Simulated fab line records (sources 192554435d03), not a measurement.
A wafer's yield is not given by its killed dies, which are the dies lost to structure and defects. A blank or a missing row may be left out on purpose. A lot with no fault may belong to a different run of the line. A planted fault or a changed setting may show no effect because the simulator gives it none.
Split-lot trial    flow n5-finfet    route with 1938 steps; 7 lots, 21 wafers read

== ABOUT THE SPLIT ==
At N5_DUMMY_GATE_HM_DEP_06 (deposits SiNx from DCS/NH3, target thk 80 nm, time 5141 s), the setting time-s was moved away from the recipe's 5141 s on 18 of the 21 wafers read, by -10.5% to +8.5%. The other wafers ran this setting at the recipe's value.

The reading comes from the split's own step.

== THE READING ==
SiNx_of_DUMMY_GATE_HM_DEP_06.thk-nm (the simulator's own value, which no gauge read), in nm, at N5_DUMMY_GATE_HM_DEP_06 (deposits SiNx from DCS/NH3, target thk 80 nm, time 5141 s). No usual value for it is given in the file. Average 80.1 nm, standard deviation 0.25 nm, over the 3 wafers here run with the recipe.

wafer   tool, chamber at the split  time-s as run, s  against the recipe  SiNx_of_DUMMY_GATE_HM_DEP_06.thk-nm, nm  against lot-mates on the recipe
L076.2  lpcvd-02, 0/45              5141              recipe              79.8                                     -
L076.4  lpcvd-02, 0/54              5141              recipe              80                                       -
L076.6  lpcvd-02, 0/64              5141              recipe              80.4                                     -
L077.1  -, -                        4632              -9.9%               71.6                                     no lot-mate on the recipe
L077.2  -, -                        4632              -9.9%               72.4                                     no lot-mate on the recipe
L077.3  -, -                        4632              -9.9%               72                                       no lot-mate on the recipe
L080.2  -, -                        5577              +8.5%               87.2                                     no lot-mate on the recipe
L080.4  -, -                        5577              +8.5%               87.6                                     no lot-mate on the recipe
L080.5  -, -                        5577              +8.5%               87.8                                     no lot-mate on the recipe
L090.3  -, -                        4849              -5.7%               75.6                                     no lot-mate on the recipe
L090.4  -, -                        4849              -5.7%               75.4                                     no lot-mate on the recipe
L090.6  -, -                        4849              -5.7%               75                                       no lot-mate on the recipe
L093.1  -, -                        4842              -5.8%               75.8                                     no lot-mate on the recipe
L093.4  -, -                        4842              -5.8%               75.8                                     no lot-mate on the recipe
L093.5  -, -                        4842              -5.8%               75.6                                     no lot-mate on the recipe
L094.1  -, -                        4737              -7.9%               73.4                                     no lot-mate on the recipe
L094.3  -, -                        4737              -7.9%               73.4                                     no lot-mate on the recipe
L094.5  -, -                        4737              -7.9%               74                                       no lot-mate on the recipe
L097.2  -, -                        4600              -10.5%              72.2                                     no lot-mate on the recipe
L097.3  -, -                        4600              -10.5%              72.4                                     no lot-mate on the recipe
L097.4  -, -                        4600              -10.5%              71.8                                     no lot-mate on the recipe

FIT RESULTS
A straight line over all 21 wafers: SiNx_of_DUMMY_GATE_HM_DEP_06.thk-nm changes by +0.826 nm for each +1% of time-s; r = +1.00; the points scatter about the line by 0.4 nm.
Too few moved wafers with a lot-mate on the recipe to fit a line net of each lot's own level.

== FILE'S OWN FIT ==
SiNx_of_DUMMY_GATE_HM_DEP_06.thk-nm changes by +0.826 nm for each +1% of time-s, r = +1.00.
